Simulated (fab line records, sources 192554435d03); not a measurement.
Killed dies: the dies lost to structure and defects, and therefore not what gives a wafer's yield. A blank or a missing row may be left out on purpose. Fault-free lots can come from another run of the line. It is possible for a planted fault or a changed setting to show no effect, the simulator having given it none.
fab line records	flow n5-finfet
record lots=12	wafers=32	last-day=21
route steps=1938 shown BEOL_M5@1159 PASSIVATION@1936
lots untouched by any fault: they come from a run of this same line in which no faults occurred
start-h: hours from the record's opening day to when the first of the lot's shown wafers began	wait-h: how many hours have passed since the lot's step before this one	" the same as in the row above	L1.1+2: one row covering several wafers at once	- no value present, or no start provided	* or withheld: withheld	< > ~ a bound
route shown NAME@n: NAME is a module with steps in the file, n the number in the route of the first one	usual: average and standard deviation across the fault-free wafers	same: alike in all rows	chamber/n: place in a boat	sites: each site's reading	_std_site: their standard deviation	_edge_site: outer sites' mean less inner sites'	radius-mm: for every site, how far away it sits from the centre of the wafer	mask NAME#n: copy n	behind: the most recent tool/chamber to have shaped the wafer	hold: why the lot went on hold/how many hours it stayed there/how the hold came to an end	device: the transistor (n, p or np) that didn't switch	end of line: tests of these same wafers at the route's end	for a step that has no rows: nothing shown but its recipe	killed: dies that structure and defects cost at the first sort, which is not the same as the wafer's yield	map: the dies of a wafer, with x for killed, . for not killed, _ for no die there
set.NAME: the setting the step ran with; set.NAME@STEP: the setting that earlier step ran with	model.NAME: the simulator's own value behind a step, which no gauge read
the route's steps for a sample of lots (tables are steps, rows are wafers)
services: when a tool's chamber went out of use (start-h, in hours from the record's first day, below 0 if earlier), for how many hours, and the reason
## steps
# step N5_BEOL_M5_STRIP_36
# recipe chemistry=N2/H2	power-w=450	temp-c=40	pressure-mtorr=20	rf-frequency-hz=6e+07	overash-fraction=0.3	bias-power-w=7	h2-frac=0.5	n2-flow-sccm=200	h2-flow-sccm=200
# usual drypump-motor-current-A=5.7/0.4	oes-product-au=0.79/0.087	rf-vpp-V=59.3/1.4	showerhead-plenum-p-Torr=2.52/0.1	throttle-valve-pct=23.5/0.35
lot.wafer	tool	chamber	start-h	wait-h	drypump-motor-current-A	oes-product-au	rf-hours-counter-h	rf-vpp-V	showerhead-plenum-p-Torr	throttle-valve-pct
L892.1	rie-diel-03	0	315.60	0.0	5.2	0.89	29	58.0	2.47	23.3
L892.3	"	3	"	"	6.5	0.72	170	60.2	2.52	23.2
L892.6	"	0	"	"	5.2	0.88	-	60.1	2.47	23.4
L895.2	rie-diel-06	0	321.76	0.0	5.8	0.89	47	59.0	2.47	23.0
L895.3	"	1	"	"	5.6	0.75	176	58.6	2.40	23.8
L895.6	"	1	"	"	5.6	0.74	-	60.4	2.40	23.8
L894.1	rie-diel-02	2	328.46	0.0	5.9	0.67	230	58.1	2.42	23.9
L894.3	"	3	"	"	5.4	0.80	82	59.2	2.67	23.4
L894.5	"	2	"	"	5.8	0.67	-	57.6	2.42	23.9
L899.1	rie-diel-02	3	350.26	0.0	5.4	0.79	90	60.5	2.67	23.4
L899.2	"	0	"	"	5.8	0.77	123	56.6	2.42	23.5
L899.5	"	2	"	"	5.8	0.67	-	62.2	2.42	23.8
L901.4	rie-diel-03	0	353.04	0.0	5.2	0.86	43	58.6	2.47	23.4
L901.6	"	2	"	"	6.0	0.66	-	58.8	2.40	23.4
L898.5	rie-diel-06	1	359.22	0.0	5.6	0.73	-	59.6	2.39	23.9
L898.6	"	0	"	"	5.7	0.87	-	60.3	2.46	23.0
L897.1	rie-diel-06	2	361.39	0.0	5.8	0.68	222	58.3	2.61	23.2
L897.2	"	1	"	"	5.7	0.71	191	60.1	2.39	23.9
L897.6	"	0	"	"	5.7	0.88	-	59.7	2.46	23.0
L900.2	rie-diel-06	0	366.91	0.0	5.7	0.88	64	62.9	2.46	23.0
L900.6	"	1	"	"	5.7	0.73	-	58.1	2.39	23.8
L903.3	rie-diel-03	3	384.26	0.0	6.5	0.69	194	58.5	2.51	23.3
L903.6	"	0	"	"	5.2	0.84	-	58.8	2.46	23.4
L905.1	rie-diel-06	2	391.24	0.0	5.8	0.68	231	60.8	2.61	23.2
L905.3	"	1	"	"	5.6	0.72	201	59.5	2.39	23.9
L905.6	"	2	"	"	5.8	0.67	-	58.5	2.61	23.2
L906.1	rie-diel-06	1	395.60	0.0	5.7	0.72	202	57.0	2.39	23.9
L906.5	"	1	"	"	5.7	0.73	-	56.7	2.39	23.8
L906.6	"	0	"	"	5.7	0.86	-	56.9	2.46	23.0
L907.2	rie-diel-03	3	407.32	0.0	6.5	0.70	201	59.4	2.50	23.3
L907.3	"	1	"	"	5.9	0.90	36	61.1	2.59	23.2
L907.6	"	2	"	"	6.0	0.94	-	59.7	2.71	23.0
# step N5_BEOL_M5_ANNEAL_49
# recipe temp-c=400	time-s=1800	ambient=vacuum
# usual heater-power-w=819/110	susceptor-temp-C=400.03/0.22
lot.wafer	tool	chamber	start-h	wait-h	heater-power-w	susceptor-temp-C
L892.1	pvd-sputter-01	-	318.63	0.0	-	-
L892.3	"	-	"	"	-	-
L892.6	"	-	"	"	-	-
L895.2	pvd-sputter-02	-	323.77	0.0	-	-
L895.3	"	-	"	"	-	-
L895.6	"	-	"	"	-	-
L894.1	pvd-sputter-01	-	330.80	0.0	-	-
L894.3	"	-	"	"	-	-
L894.5	"	-	"	"	-	-
L899.1	pvd-sputter-01	-	352.40	0.0	767	399.82
L899.2	"	-	"	"	690	400.10
L899.5	"	-	"	"	765	399.95
L901.4	pvd-sputter-03	-	354.80	0.0	779	400.00
L901.6	"	-	"	"	792	400.08
L898.5	pvd-sputter-02	-	361.53	0.5	787	400.36
L898.6	"	-	"	"	776	400.07
L897.1	pvd-sputter-01	-	363.04	0.0	760	399.90
L897.2	"	-	"	"	1015	400.38
L897.6	"	-	"	"	1001	400.08
L900.2	pvd-sputter-01	-	369.03	0.0	699	399.89
L900.6	"	-	"	"	783	400.04
L903.3	pvd-sputter-01	-	385.98	0.0	979	400.00
L903.6	"	-	"	"	967	399.95
L905.1	pvd-sputter-02	-	394.23	0.0	669	400.15
L905.3	"	-	"	"	774	399.73
L905.6	"	-	"	"	1004	399.70
L906.1	pvd-sputter-03	-	397.80	0.0	870	400.13
L906.5	"	-	"	"	867	399.91
L906.6	"	-	"	"	767	399.91
L907.2	pvd-sputter-01	-	410.29	0.0	750	400.18
L907.3	"	-	"	"	996	400.33
L907.6	"	-	"	"	756	400.02
# step N5_BEOL_M5_SPUTTER_81
# recipe material=Cu	target-thk-a=150	temp-c=-20	chamber-pressure-pa=0.07	power-w=withheld	time-s=27.62
# usual throttle-valve-pct=30.3/1.2
lot.wafer	tool	chamber	start-h	wait-h	throttle-valve-pct
L892.1	pvd-sputter-01	-	319.63	0.5	31.8
L892.3	"	-	"	"	28.9
L892.6	"	-	"	"	29.0
L895.2	pvd-sputter-02	-	324.77	0.5	30.5
L895.3	"	-	"	"	29.1
L895.6	"	-	"	"	30.3
L894.1	pvd-sputter-01	-	331.81	0.5	28.8
L894.3	"	-	"	"	30.0
L894.5	"	-	"	"	29.9
L899.1	pvd-sputter-01	-	353.40	0.5	28.8
L899.2	"	-	"	"	29.8
L899.5	"	-	"	"	31.5
L901.4	pvd-sputter-03	-	355.81	0.5	29.1
L901.6	"	-	"	"	28.6
L898.5	pvd-sputter-02	-	362.07	0.0	30.2
L898.6	"	-	"	"	30.4
L897.1	pvd-sputter-01	-	364.05	0.5	31.7
L897.2	"	-	"	"	31.8
L897.6	"	-	"	"	32.0
L900.2	pvd-sputter-01	-	370.04	0.5	30.1
L900.6	"	-	"	"	31.6
L903.3	pvd-sputter-01	-	386.98	0.5	32.0
L903.6	"	-	"	"	31.7
L905.1	pvd-sputter-02	-	395.23	0.5	29.1
L905.3	"	-	"	"	30.4
L905.6	"	-	"	"	30.8
L906.1	pvd-sputter-03	-	398.80	0.5	31.8
L906.5	"	-	"	"	31.9
L906.6	"	-	"	"	28.3
L907.2	pvd-sputter-01	-	411.30	0.5	31.7
L907.3	"	-	"	"	32.0
L907.6	"	-	"	"	31.7
# step N5_BEOL_M5_ANNEAL_82
# recipe temp-c=400	time-s=1800	ambient=vacuum
# usual heater-power-w=821/120	susceptor-temp-C=399.99/0.26
lot.wafer	tool	chamber	start-h	wait-h	heater-power-w	susceptor-temp-C
L892.1	pvd-sputter-01	-	319.71	0.0	1009	400.33
L892.3	"	-	"	"	773	400.08
L892.6	"	-	"	"	768	399.90
L895.2	pvd-sputter-02	-	324.85	0.0	764	399.87
L895.3	"	-	"	"	678	400.12
L895.6	"	-	"	"	759	400.17
L894.1	pvd-sputter-01	-	331.89	0.0	770	400.42
L894.3	"	-	"	"	690	399.84
L894.5	"	-	"	"	683	399.67
L899.1	pvd-sputter-01	-	353.48	0.0	783	400.22
L899.2	"	-	"	"	692	399.93
L899.5	"	-	"	"	771	400.00
L901.4	pvd-sputter-03	-	355.89	0.0	787	399.66
L901.6	"	-	"	"	773	399.56
L898.5	pvd-sputter-02	-	362.62	0.5	754	399.85
L898.6	"	-	"	"	790	400.39
L897.1	pvd-sputter-01	-	364.13	0.0	759	400.17
L897.2	"	-	"	"	1002	400.27
L897.6	"	-	"	"	1021	400.45
L900.2	pvd-sputter-01	-	370.12	0.0	690	399.97
L900.6	"	-	"	"	770	399.99
L903.3	pvd-sputter-01	-	387.06	0.0	1007	399.75
L903.6	"	-	"	"	1014	399.71
L905.1	pvd-sputter-02	-	395.31	0.0	676	400.16
L905.3	"	-	"	"	763	399.82
L905.6	"	-	"	"	1011	399.66
L906.1	pvd-sputter-03	-	398.88	0.0	879	399.82
L906.5	"	-	"	"	860	400.32
L906.6	"	-	"	"	759	399.56
L907.2	pvd-sputter-01	-	411.38	0.0	760	399.97
L907.3	"	-	"	"	1003	400.23
L907.6	"	-	"	"	725	399.80
# step N5_PASSIVATION_PROBE_49
# usual defect-limited-yield=91.1/1.4	killed_at_M0_to_M3=34/9.6	killed_at_M4_up=15/5.3	killed-at-contacts=12/6.1	killed-at-front-end=40/11	killed-at-other=3.5/2.8	killed-dies=105/17	killed-open=70/12	killed-short=34/7.7	sort_bin_4_leakage=0.01/0.07	sort_bin_5_function=5.2/0.97	sort_bin_6_memory=3.4/0.62	sort-n-pass=1075/17	sort-yield-pct=91.1/1.4
# same gross-dies=1180	killed-at-back-side=0	sort_bin_8_speed[%]=0
lot.wafer	tool	chamber	start-h	wait-h	defect-limited-yield[%]	killed_at_M0_to_M3	killed_at_M4_up	killed-at-contacts	killed-at-front-end	killed-at-other	killed-dies	killed-open	killed-short	sort_bin_4_leakage[%]	sort_bin_5_function[%]	sort_bin_6_memory[%]	sort-n-pass	sort-yield-pct[%]
L892.1	prober-02	-	413.05	0.0	91.9	22	8	15	48	2	95	66	28	0	3.6	4.2	1085	91.9
L892.3	prober-02	-	413.15	0.1	92.4	28	11	14	32	5	90	60	30	0	5.1	2.3	1090	92.4
L892.6	prober-02	-	413.30	0.3	88.8	45	16	16	55	0	132	87	45	0	6.8	4.2	1048	88.8
L895.2	prober-01	-	420.57	0.1	89.9	48	19	7	39	6	119	75	44	0	6.4	3.4	1061	89.9
L895.3	prober-01	-	420.62	0.1	93.1	16	19	7	37	3	82	56	26	0	3.9	2.7	1098	93.1
L895.6	prober-01	-	420.77	0.3	93.0	9	20	8	44	2	83	54	29	0	4.6	2.0	1097	93.0
L899.1	prober-01	-	450.39	0.0	87.7	47	17	17	61	3	145	94	49	0	8.0	4.1	1035	87.7
L899.2	prober-01	-	450.44	0.1	94.2	23	17	11	18	0	69	47	21	0	2.9	2.6	1111	94.2
L899.5	prober-01	-	450.59	0.2	90.8	33	21	10	44	0	108	73	33	0	5.4	3.4	1072	90.8
L897.1	prober-01	-	454.47	0.3	89.6	48	15	27	33	0	123	92	31	0	6.4	3.9	1057	89.6
L897.2	prober-01	-	454.52	0.3	89.7	41	15	18	47	0	121	86	35	0	6.2	3.8	1059	89.7
L897.6	prober-01	-	454.72	0.5	90.5	42	17	21	29	3	112	78	34	0	5.3	4.2	1068	90.5
L900.2	prober-01	-	456.98	0.1	91.9	29	10	12	39	6	96	49	46	0	4.7	3.3	1084	91.9
L900.6	prober-01	-	457.18	0.3	91.4	32	18	9	36	6	101	67	34	0	5.4	3.0	1079	91.4
L898.5	prober-02	-	462.34	0.2	86.6	49	30	8	69	2	158	117	40	0	8.6	4.5	1022	86.6
L898.6	prober-02	-	462.39	0.3	91.4	34	25	6	37	0	102	71	26	0.08	5.6	2.5	1077	91.3
L907.2	prober-01	-	510.11	0.1	93.0	30	10	9	30	4	83	53	27	0	3.8	2.8	1097	93.0
L907.3	prober-01	-	510.16	0.1	93.0	25	13	8	34	3	83	55	26	0	4.2	2.5	1097	93.0
L907.6	prober-01	-	510.31	0.3	93.2	22	13	8	25	12	80	54	25	0	3.7	2.7	1100	93.2
# killed by level:class
L892.1 STI_FIN_REVEAL:geometric-particle:open=14 FIN_SAQP:geometric-particle:open=10 MOL_CONTACT_COAG:geometric-particle:open=10 BEOL_M0_SAQP:geometric-particle:open=9 BEOL_M0_SAQP:geometric-particle:short=6 ILD0:geometric-particle:short=5 MOL_CONTACT_COAG:geometric-particle:short=5 GATE_CUT:geometric-particle:short=4
L892.3 MOL_CONTACT_COAG:geometric-particle:open=10 BEOL_M0_SAQP:geometric-particle:open=10 FIN_SAQP:geometric-particle:open=8 BEOL_M0_SAQP:geometric-particle:short=8 STI_FIN_REVEAL:geometric-particle:open=7 BEOL_M4:geometric-particle:open=6 BEOL_M1:geometric-particle:open=5 STARTING-WAFER:geometric-particle:short=5
L892.6 BEOL_M0_SAQP:geometric-particle:open=18 FIN_SAQP:geometric-particle:open=13 FIN_SAQP:geometric-particle:short=11 STI_FIN_REVEAL:geometric-particle:open=11 MOL_CONTACT_COAG:geometric-particle:open=10 BEOL_M0_SAQP:geometric-particle:short=9 BEOL_M4:geometric-particle:open=8 MOL_CONTACT_COAG:geometric-particle:short=6
L895.2 BEOL_M0_SAQP:geometric-particle:open=22 BEOL_M4:geometric-particle:open=10 FIN_SAQP:geometric-particle:open=9 BEOL_M0_SAQP:geometric-particle:short=9 FIN_SAQP:geometric-particle:short=8 MOL_CONTACT_COAG:geometric-particle:open=7 GATE_CUT:geometric-particle:open=6 BEOL_M2:geometric-particle:short=5
L895.3 BEOL_M4:geometric-particle:open=8 FIN_SAQP:geometric-particle:short=7 MOL_CONTACT_COAG:geometric-particle:open=7 STARTING-WAFER:geometric-particle:short=6 STI_FIN_REVEAL:geometric-particle:open=5 GATE_CUT:geometric-particle:open=5 BEOL_M2:geometric-particle:open=5 BEOL_M0_SAQP:geometric-particle:open=4
L895.6 FIN_SAQP:geometric-particle:open=10 GATE_CUT:geometric-particle:short=9 FIN_SAQP:geometric-particle:short=8 MOL_CONTACT_COAG:geometric-particle:open=8 BEOL_M4:geometric-particle:open=6 GATE_CUT:geometric-particle:open=4 BEOL_M8:geometric-particle:open=4 FIN_CUT:geometric-particle:open=3
L899.1 FIN_SAQP:geometric-particle:short=25 FIN_SAQP:geometric-particle:open=17 MOL_CONTACT_COAG:geometric-particle:open=14 BEOL_M1:geometric-particle:open=14 BEOL_M0_SAQP:geometric-particle:open=12 BEOL_M4:geometric-particle:open=9 BEOL_M0_SAQP:geometric-particle:short=6 BEOL_M2:geometric-particle:short=6
L899.2 BEOL_M4:geometric-particle:open=12 MOL_CONTACT_COAG:geometric-particle:open=9 BEOL_M2:geometric-particle:open=8 FIN_SAQP:geometric-particle:short=5 BEOL_M0_SAQP:geometric-particle:short=5 BEOL_M1:geometric-particle:open=4 STARTING-WAFER:geometric-particle:open=3 FIN_SAQP:geometric-particle:open=2
L899.5 FIN_SAQP:geometric-particle:open=12 MOL_CONTACT_COAG:geometric-particle:open=9 BEOL_M2:geometric-particle:open=9 FIN_SAQP:geometric-particle:short=8 DUMMY_GATE:geometric-particle:open=7 BEOL_M0_SAQP:geometric-particle:open=7 GATE_CUT:geometric-particle:short=6 BEOL_M4:geometric-particle:open=6
L897.1 MOL_CONTACT_COAG:geometric-particle:open=23 STI_FIN_REVEAL:geometric-particle:open=10 BEOL_M1:geometric-particle:open=10 BEOL_M0:geometric-particle:open=7 BEOL_M0_SAQP:geometric-particle:short=7 BEOL_M4:geometric-particle:open=7 BEOL_M3:geometric-particle:open=6 BEOL_M2:geometric-particle:open=6
L897.2 MOL_CONTACT_COAG:geometric-particle:open=15 DUMMY_GATE:geometric-particle:open=12 BEOL_M4:geometric-particle:open=10 BEOL_M1:geometric-particle:open=8 BEOL_M0_SAQP:geometric-particle:open=8 BEOL_M3:geometric-particle:open=7 FIN_SAQP:geometric-particle:open=6 BEOL_M2:geometric-particle:open=6
L897.6 MOL_CONTACT_COAG:geometric-particle:open=20 BEOL_M2:geometric-particle:open=13 FIN_SAQP:geometric-particle:short=9 BEOL_M1:geometric-particle:open=9 BEOL_M4:geometric-particle:open=7 BEOL_M0_SAQP:geometric-particle:short=5 BEOL_M3:geometric-particle:open=5 FIN_SAQP:geometric-particle:open=3
L900.2 BEOL_M0_SAQP:geometric-particle:short=15 FIN_SAQP:geometric-particle:short=10 MOL_CONTACT_COAG:geometric-particle:open=8 BEOL_M0_SAQP:geometric-particle:open=7 STI_FIN_REVEAL:geometric-particle:open=6 STARTING-WAFER:geometric-particle:short=5 FIN_SAQP:geometric-particle:open=4 MOL_CONTACT_COAG:geometric-particle:short=4
L900.6 MOL_CONTACT_COAG:geometric-particle:open=9 BEOL_M2:geometric-particle:open=9 BEOL_M4:geometric-particle:open=9 FIN_SAQP:geometric-particle:short=7 STI_FIN_REVEAL:geometric-particle:open=6 BEOL_M0_SAQP:geometric-particle:short=6 FIN_SAQP:geometric-particle:open=5 BEOL_M3:geometric-particle:short=5
L898.5 STI_FIN_REVEAL:geometric-particle:open=31 BEOL_M3:geometric-particle:open=17 BEOL_M4:geometric-particle:open=16 FIN_SAQP:geometric-particle:open=11 STI_FIN_REVEAL:geometric-particle:short=10 BEOL_M1:geometric-particle:open=8 MOL_CONTACT_COAG:geometric-particle:open=7 BEOL_M0_SAQP:geometric-particle:open=6
L898.6 STI_FIN_REVEAL:geometric-particle:open=13 BEOL_M3:geometric-particle:open=11 BEOL_M4:geometric-particle:open=11 BEOL_M3:geometric-particle:short=6 FIN_SAQP:geometric-particle:short=5 MOL_CONTACT_COAG:geometric-particle:open=5 BEOL_M0_SAQP:geometric-particle:short=5 BEOL_M8:geometric-particle:open=4
L907.2 BEOL_M2:geometric-particle:open=12 MOL_CONTACT_COAG:geometric-particle:open=8 BEOL_M0_SAQP:geometric-particle:open=8 FIN_SAQP:geometric-particle:short=5 STI_FIN_REVEAL:geometric-particle:open=5 STARTING-WAFER:geometric-particle:short=5 FIN_SAQP:geometric-particle:open=4 GATE_CUT:geometric-particle:short=4
L907.3 BEOL_M2:geometric-particle:open=10 MOL_CONTACT_COAG:geometric-particle:open=8 FIN_SAQP:geometric-particle:open=6 FIN_SAQP:geometric-particle:short=6 STARTING-WAFER:geometric-particle:open=6 BEOL_M4:geometric-particle:open=5 BEOL_M0_SAQP:geometric-particle:open=4 DUMMY_GATE:geometric-particle:open=3
L907.6 STI_FIN_REVEAL:geometric-particle:open=7 MOL_CONTACT_COAG:geometric-particle:open=7 BEOL_M0_SAQP:geometric-particle:short=7 BEOL_M4:geometric-particle:open=7 BEOL_M2:geometric-particle:open=5 FIN_SAQP:geometric-particle:open=4 MIM_TOP:geometric-particle:open=4 PAD_METAL:geometric-particle:short=4
## services
tool	chamber	start-h	hours	kind
rie-diel-06	2	340.34	7.7	repair
rie-diel-02	1	357.58	23.7	repair
rie-diel-02	-	358.10	0.8	repair
rie-diel-03	2	363.34	-	clean
rie-diel-03	2	363.34	-	consumable-replace:focus-ring
rie-diel-03	2	363.34	-	consumable-replace:showerhead
rie-diel-03	2	363.34	22.2	scheduled-down
rie-diel-03	2	363.34	22.2	vent-cycle
rie-diel-02	2	383.25	-	clean
rie-diel-02	2	383.25	-	consumable-replace:focus-ring
rie-diel-02	2	383.25	-	consumable-replace:showerhead
rie-diel-02	2	383.25	17.0	scheduled-down
rie-diel-02	2	383.25	17.0	vent-cycle
pvd-sputter-02	-	409.67	7.3	repair
## key
first-sign step=N5_BEOL_M5_ANNEAL_49	reading=tool-record	direction=missing
effect none on later readings
met-at N5_BEOL_M5_ANNEAL_49
struck-lots L892,L894,L895
not-acting-at N5_BEOL_M5_STRIP_36,N5_BEOL_M5_SPUTTER_81,N5_BEOL_M5_ANNEAL_82
fault kind=skipped-step-whole	tool=pvd-sputter-01,pvd-sputter-02	chamber=-	onset-h=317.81	steps=N5_BEOL_M5_ANNEAL_49	scope=struck-lots-only
